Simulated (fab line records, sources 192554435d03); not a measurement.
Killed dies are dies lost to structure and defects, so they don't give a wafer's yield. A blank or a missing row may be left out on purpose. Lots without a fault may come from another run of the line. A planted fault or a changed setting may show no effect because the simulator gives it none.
fab line records | flow n5_finfet
record lots=7 wafers=39
route steps=1938 shown FIN_SAQP@120 FIN_CUT@169 SD_EPI_N@288 SD_ACTIVATION@331 HKMG_FIN@403
start_h: hours from the record's first day to the start of the lot's first wafer shown | wait_h: hours since the lot's step before | " the same as in the row above | L1.1+2: a row that stands for several wafers | - no value, or no start given | * or withheld: withheld | < > ~ a bound
route shown NAME@n: a module of which the file shows steps, and the number in the route of the first | usual: mean/standard deviation of fault-free wafers | same: alike in all rows | chamber/n: place in a boat | sites: the reading at each site | _std_site: their standard deviation | _edge_site: outer sites' mean less inner sites' | radius_mm: how far each site lies from the wafer's centre | mask NAME#n: copy n | behind: the tool/chamber that last shaped the wafer | hold: why the lot was held/for how many hours/how that ended | device: the transistor (n, p or np) that didn't switch | end of line: the same wafers' tests at the end of the route | a step without rows: its recipe alone | killed: dies lost to structure and defects at the first sort, not the wafer's yield | map: a wafer's dies, x killed, . not, _ none there
set.NAME: the setting as run; set.NAME@STEP: as run at that earlier step | model.NAME: the simulator's own value behind a step, which no gauge read
lots whose settings were changed on purpose; a table a step, a row a wafer
## steps
# step N5_FIN_SAQP_MANDREL_ETCH_22
# recipe target_depth_a=600 chemistry=HBr/Cl2 target=a-Si stop_on=SiNx bt_time_s=10 over_etch_frac=0.5 time_s=30 pressure_mtorr=10 icp_w=800 bias_w=75 HBr_flow_sccm=150 Cl2_flow_sccm=80 ends=end_point
# usual oes_product_au=0.767/0.012
# columns lot.wafer tool chamber start_h wait_h set.target_depth_a oes_product_au model.SOC_of_FIN_SAQP_COAT_49.thk_nm
L074.1 rie_si-02 2 22.50 0.0 600 0.754 76.23
L074.3 " 3 " " 600 0.758 75.6
L074.5 " 1 " " 600 0.778 76.46
L081.1 rie_si-02 1 64.91 0.0 600 0.782 76.32
L081.2 " 0 " " 600 0.767 75.17
L081.3 " 3 " " 600 0.759 75.46
L081.4 " 2 " " 600 0.784 76.16
L081.5 " 2 " " 600 0.778 75.44
L081.6 " 3 " " 600 0.775 75.63
L083.1 rie_si-02 0 78.35 0.0 600 0.749 76.2
L083.2 " 3 " " 600 0.771 76.27
L083.3 " 2 " " 663.2 0.721 74.24
L083.4 " 1 " " 663.2 0.742 74.54
L083.5 " 2 " " 600 0.750 75.95
L083.6 " 1 " " 663.2 0.740 74.38
L085.1 rie_si-01 3 88.36 0.0 600 0.754 75.83
L085.2 " 0 " " 529.7 0.830 79.42
L085.3 " 2 " " 529.7 0.836 78.6
L085.4 " 1 " " 529.7 0.827 79.06
L085.5 " 0 " " 600 0.785 76.73
L085.6 " 1 " " 600 0.766 76
L089.1 rie_si-02 0 112.51 0.0 556.1 0.804 77.48
L089.2 " 1 " " 556.1 0.800 78.52
L089.3 " 3 " " 600 0.766 76.01
L089.4 " 2 " " 556.1 0.815 78.15
L089.5 " 3 " " 600 0.774 76.16
L089.6 " 0 " " 600 0.758 75.41
L091.1 rie_si-02 0 125.00 0.0 600 0.757 75.21
L091.2 " 2 " " 529.5 0.821 78.96
L091.3 " 3 " " 529.5 0.840 78.47
L091.4 " 1 " " 600 0.775 76.61
L091.5 " 3 " " 529.5 0.840 78.26
L091.6 " 0 " " 600 0.760 75.37
L092.1 rie_si-02 3 131.02 0.0 600 0.768 76.47
L092.2 " 2 " " 567.4 0.797 78.15
L092.3 " 1 " " 600 0.774 77.12
L092.4 " 0 " " 567.4 0.798 77.44
L092.5 " 0 " " 567.4 0.797 77.05
L092.6 " 3 " " 600 0.771 76.34
# step N5_FIN_CUT_ETCH_21
# recipe chemistry=N2/H2 target=SOC target_depth_a=2190 overetch_a=438 mask_material=SiARC temp_c=40 ion_energy_ev=100 bias_w=61 time_s=523.5 pressure_mtorr=30 source_w=850 n2_flow_sccm=200 h2_flow_sccm=200
# columns lot.wafer tool chamber start_h wait_h set.time_s model.SiARC_of_FIN_CUT_COAT_19.thk_nm
L074.1+5 rie_diel-01 2 27.50 0.0 523.5 11.8
L074.3 " 0 " " 523.5 11.6
L081.1+3+4 rie_diel-01 2,0,0 69.59 0.0 523.5 11.6
L081.2+5 " 3 " " 629.3 10.4
L081.6 " 2 " " 629.3 10.2
L083.1+6 rie_diel-05 2 83.02 0.0 408.9 13.8
L083.2+5 " 0 " " 523.5 12.4
L083.3 " 1 " " 523.5 12.6
L083.4 " 1 " " 408.9 14.2
L085.1 rie_diel-05 1 95.53 0.0 463.3 13.2
L085.2 " 0 " " 463.3 13
L085.3 " 3 " " 523.5 12
L085.4 " 2 " " 463.3 12.8
L085.5 " 0 " " 523.5 12.2
L085.6 " 1 " " 523.5 12.4
L089.1 rie_diel-03 3 117.43 0.0 523.5 11.8
L089.2+5 " 0 " " 471.8 12.4
L089.3 " 1 " " 471.8 12.6
L089.4 " 2 " " 523.5 12.2
L089.6 " 3 " " 523.5 12
L091.1+5 rie_diel-05 2 130.14 0.0 523.5 12
L091.2 " 1 " " 437 13.6
L091.3+4 " 0,3 " " 437 13.4
L091.6 " 3 " " 523.5 12.2
L092.1 rie_diel-05 1 136.34 0.0 637.5 10.8
L092.2+6 " 3 " " 523.5 12.2
L092.3 " 0 " " 637.5 10.4
L092.4 " 2 " " 523.5 12
L092.5 " 0 " " 637.5 10.6
# step N5_FIN_CUT_CUT_ETCH_15
# recipe chemistry=HBr/Cl2/O2 target=Si target_depth_a=1000 bt_time_s=10 mask_material=SOC time_s=42.4 ion_energy_ev=* bias_w=* pressure_mtorr=10 icp_w=800 HBr_flow_sccm=150 Cl2_flow_sccm=80 O2_flow_sccm=12
# columns lot.wafer tool chamber start_h wait_h set.time_s model.FIN_CUT.feature_depth_nm model.etch.depth_nm model.SOC_of_FIN_CUT_COAT_18.thk_nm
L074.1 rie_si-06 3 28.25 0.1 42.4 99.8 99.8 171.2
L074.3 " 0 " " 42.4 99 99.1 170.2
L074.5 " 0 " " 42.4 97.4 97.35 171.4
L081.1 rie_si-05 0 70.13 0.1 42.4 101.6 101.6 169.6
L081.2 " 1 " " 42.4 99 98.96 172
L081.3 " 3 " " 42.4 99.2 99.2 170.6
L081.4 " 2 " " 46.59 114.2 114.2 165.2
L081.5 " 0 " " 46.59 112.8 112.9 166.6
L081.6 " 1 " " 46.59 110 109.9 166.2
L083.1 rie_si-06 1 83.56 0.1 42.4 103 103.1 169.8
L083.2 " 3 " " 42.4 103 103.1 170.2
L083.3 " 0 " " 48.12 114.2 114.2 165.8
L083.4 " 2 " " 42.4 100.6 100.6 170.8
L083.5 " 2 " " 48.12 113.6 113.6 166.4
L083.6 " 1 " " 48.12 116.4 116.3 165.2
L085.1 rie_si-06 2 96.33 0.1 42.4 99 98.94 172.4
L085.2 " 3 " " 42.4 101.6 101.5 171.6
L085.3 " 0 " " 42.4 100.8 100.7 171
L085.4 " 1 " " 42.4 101.4 101.4 170.8
L085.5 " 2 " " 42.4 99 98.97 172
L085.6 " 1 " " 42.4 102.6 102.6 171.6
L089.1 rie_si-05 3 117.97 0.1 42.4 98 98 171.6
L089.2 " 0 " " 42.4 102 101.9 170.2
L089.3 " 1 " " 33.15 76.4 76.35 180.4
L089.4 " 2 " " 33.15 81 80.95 179
L089.5 " 1 " " 33.15 77 77.04 179.6
L089.6 " 2 " " 42.4 103.8 103.8 170
L091.1 rie_si-04 3 130.68 0.1 42.4 100.6 100.5 171.2
L091.2 " 2 " " 42.4 102 101.9 170.8
L091.3 " 0 " " 46.06 110.8 110.7 167.4
L091.4 " 1 " " 46.06 105.4 105.3 169.2
L091.5 " 0 " " 42.4 102.4 102.3 169.8
L091.6 " 1 " " 46.06 104 103.9 170.2
L092.1 rie_si-05 0 136.88 0.1 42.4 101.6 101.7 170.8
L092.2 " 3 " " 42.4 98.2 98.18 171
L092.3 " 2 " " 46.44 113.6 113.7 166.4
L092.4 " 1 " " 46.44 107.4 107.4 167.8
L092.5 " 0 " " 46.44 112.2 112.2 166.4
L092.6 " 1 " " 42.4 97.6 97.65 171.4
# step N5_SD_EPI_N_EPI_21
# recipe material=Si:P dopant=P temp_c=680 pressure_torr=255 time_s=690
# columns lot.wafer tool chamber start_h wait_h set.pressure_torr model.Si-P_of_SD_EPI_N_EPI_21.thk_nm
L074.1+3 epi_rpcvd-03 0 51.60 0.2 255 60.6
L074.5 " 0 53.10 1.5 255 59.8
L081.1 epi_rpcvd-03 0 93.76 0.2 268.6 61
L081.2+4 " 0 " " 268.6 60.4
L081.3 " 0 " " 268.6 60.8
L081.5 " 0 " " 268.6 60.2
L081.6 " 0 " " 268.6 61.2
L083.1 epi_rpcvd-04 0 107.00 0.1 287.4 61.6
L083.2+5 " 0 " " 287.4 61.8
L083.3 " 0 " " 287.4 62
L083.4+6 " 0 " " 287.4 61.4
L085.1+6 epi_rpcvd-03 0 119.27 0.2 294.5 63.2
L085.2+3 " 0 " " 294.5 63.4
L085.4 " 0 " " 294.5 63.8
L085.5 " 0 " " 294.5 63
L089.1 epi_rpcvd-04 0 140.88 0.1 255 58
L089.2 " 0 " " 255 59
L089.3+4+6 " 0 " " 255 58.6
L089.5 " 0 " " 255 58.4
L091.1+2 epi_rpcvd-03 0 153.39 0.1 287.1 63
L091.3 " 0 " " 287.1 63.4
L091.4+6 " 0 " " 287.1 62.8
L091.5 " 0 " " 287.1 62.6
L092.1+2 epi_rpcvd-03 0 160.03 0.1 278 60.8
L092.3 " 0 " " 278 61
L092.4 " 0 " " 278 60.4
L092.5 " 0 " " 278 60
L092.6 " 0 " " 278 61.2
# step N5_SD_ACTIVATION_LSA_01
# recipe temp_c=1080 time_s=0.0008 ambient=N2
# usual wafer_temp_C_max=1084.2/1
# columns lot.wafer tool chamber start_h wait_h set.temp_c wafer_temp_C_max
L074.1 laser_anneal-02 0 59.16 0.2 1080 1083.7
L074.3 " 0 " " 1080 1083.3
L074.5 " 0 " " 1080 1083.2
L081.1 laser_anneal-01 0 101.71 0.2 1080 1085.1
L081.2 " 0 " " 1080 1084.9
L081.3 " 0 " " 1080 1085.1
L081.4 " 0 " " 1080 1083.9
L081.5 " 0 " " 1080 1085.0
L081.6 " 0 " " 1080 1085.1
L083.1 laser_anneal-01 0 113.58 0.2 1080 1084.8
L083.2 " 0 " " 1080 1084.1
L083.3 " 0 " " 1080 1086.1
L083.4 " 0 " " 1080 1086.6
L083.5 " 0 " " 1080 1084.8
L083.6 " 0 " " 1080 1084.3
L085.1 laser_anneal-01 0 127.11 0.2 1068 1071.8
L085.2 " 0 " " 1080 1084.8
L085.3 " 0 " " 1068 1074.0
L085.4 " 0 " " 1080 1084.0
L085.5 " 0 " " 1068 1072.1
L085.6 " 0 " " 1080 1085.1
L089.1 laser_anneal-01 0 148.19 0.2 1096 1100.9
L089.2 " 0 " " 1096 1102.6
L089.3 " 0 " " 1080 1085.4
L089.4 " 0 " " 1096 1101.2
L089.5 " 0 " " 1080 1084.9
L089.6 " 0 " " 1080 1085.7
L091.1 laser_anneal-01 0 160.74 0.2 1095 1101.1
L091.2 " 0 " " 1095 1100.1
L091.3 " 0 " " 1095 1098.1
L091.4 " 0 " " 1080 1083.9
L091.5 " 0 " " 1080 1083.7
L091.6 " 0 " " 1080 1083.5
L092.1 laser_anneal-02 0 166.85 0.2 1080 1084.8
L092.2 " 0 " " 1080 1082.7
L092.3 " 0 " " 1080 1083.4
L092.4 " 0 " " 1080 1084.2
L092.5 " 0 " " 1080 1083.3
L092.6 " 0 " " 1080 1083.9
# step N5_HKMG_FIN_ETCH_55
# recipe chemistry=N2/H2 target=SOC target_depth_a=2400 temp_c=40 time_s=300 ion_energy_ev=200 mask_material=SiARC pressure_mtorr=30 source_w=840 bias_w=150 n2_flow_sccm=200 h2_flow_sccm=200
# columns lot.wafer tool chamber start_h wait_h set.time_s model.HKMG_FIN.feature_depth_nm model.etch.depth_nm model.SiARC_of_HKMG_FIN_COAT_42.thk_nm
L074.1 rie_diel-02 0 72.98 0.0 300 234 234 21.8
L074.3 " 2 " " 300 239.6 239.7 21.4
L074.5 " 1 " " 300 230.4 230.3 22.4
L081.1 rie_diel-02 1 114.96 0.0 300 231 231 22.2
L081.2 " 0 " " 321.6 248.4 248.5 20.8
L081.3 " 2 " " 321.6 257 256.9 20.4
L081.4 " 0 " " 321.6 248.8 248.8 20.8
L081.5 " 1 " " 300 232.2 232.2 22.2
L081.6 " 2 " " 300 241.4 241.4 21.2
L083.1+5 rie_diel-02 1 127.63 0.0 300 231.4 231.4 22.2
L083.2 " 0 " " 300 235.8 235.7 21.6
L083.3 " 2 " " 300 241.4 241.3 21.2
L083.4 " 3 " " 300 226.2 226.2 21.6
L083.6 " 2 " " 300 240.6 240.6 21.4
L085.1 rie_diel-04 0 140.99 0.0 300 234.4 234.5 21.6
L085.2 " 2 " " 300 244.6 244.7 21.2
L085.3 " 1 " " 300 227.4 227.4 22
L085.4 " 3 " " 300 247.2 247.2 20.8
L085.5 " 0 " " 300 233.8 233.9 21.8
L085.6 " 1 " " 300 226.8 226.7 22
L089.1 rie_diel-06 0 161.54 0.0 300 233.8 233.8 21.6
L089.2 " 2 " " 300 239.6 239.7 21.8
L089.3 " 1 " " 300 231.2 231.2 22
L089.4 " 2 " " 341.4 273.8 273.8 19.8
L089.5 " 0 " " 341.4 264.4 264.3 19.8
L089.6 " 1 " " 341.4 262.8 262.8 20
L091.1 rie_diel-06 0 174.92 0.0 300 231.6 231.6 21.6
L091.2 " 1 " " 260.8 200 199.9 23.6
L091.3 " 2 " " 260.8 207.2 207.1 23.4
L091.4 " 0 " " 300 234 233.9 21.6
L091.5 " 1 " " 300 230.6 230.6 22
L091.6 " 2 " " 260.8 205.4 205.4 23.4
L092.1 rie_diel-02 3 181.33 0.0 362.7 276.4 276.4 18.6
L092.2 " 0 " " 300 233 233 21.8
L092.3 " 1 " " 362.7 282.4 282.5 19.4
L092.4 " 2 " " 300 239.6 239.7 21.4
L092.5 " 3 " " 300 227.8 227.8 21.4
L092.6 " 0 " " 362.7 283.2 283.1 18.8
## key
split step=N5_FIN_SAQP_MANDREL_ETCH_22 setting=target_depth_a stated=600 by=wafer
response step=N5_FIN_SAQP_MANDREL_ETCH_22 reading=oes_product_au change=-0.00476 per=1% r=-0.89
response step=N5_FIN_SAQP_MANDREL_ETCH_22 reading=model.SOC_of_FIN_SAQP_COAT_49.thk_nm change=-0.226 per=1% r=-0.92
split step=N5_FIN_CUT_ETCH_21 setting=time_s stated=523.5 by=wafer
response step=N5_FIN_CUT_ETCH_21 reading=model.SiARC_of_FIN_CUT_COAT_19.thk_nm change=-0.0687 per=1% r=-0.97
split step=N5_FIN_CUT_CUT_ETCH_15 setting=time_s stated=42.4 by=wafer
response step=N5_FIN_CUT_CUT_ETCH_15 reading=model.FIN_CUT.feature_depth_nm change=+1.04 per=1% r=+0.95
response step=N5_FIN_CUT_CUT_ETCH_15 reading=model.etch.depth_nm change=+1.03 per=1% r=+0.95
response step=N5_FIN_CUT_CUT_ETCH_15 reading=model.SOC_of_FIN_CUT_COAT_18.thk_nm change=-0.39 per=1% r=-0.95
split step=N5_SD_EPI_N_EPI_21 setting=pressure_torr stated=255 by=lot
response step=N5_SD_EPI_N_EPI_21 reading=model.Si-P_of_SD_EPI_N_EPI_21.thk_nm change=+0.256 per=1% r=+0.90
split step=N5_SD_ACTIVATION_LSA_01 setting=temp_c stated=1080 by=wafer
response step=N5_SD_ACTIVATION_LSA_01 reading=wafer_temp_C_max change=* per=1% r=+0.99
split step=N5_HKMG_FIN_ETCH_55 setting=time_s stated=300 by=wafer
response step=N5_HKMG_FIN_ETCH_55 reading=model.HKMG_FIN.feature_depth_nm change=+2.25 per=1% r=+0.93
response step=N5_HKMG_FIN_ETCH_55 reading=model.etch.depth_nm change=+2.25 per=1% r=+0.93
response step=N5_HKMG_FIN_ETCH_55 reading=model.SiARC_of_HKMG_FIN_COAT_42.thk_nm change=-0.132 per=1% r=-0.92
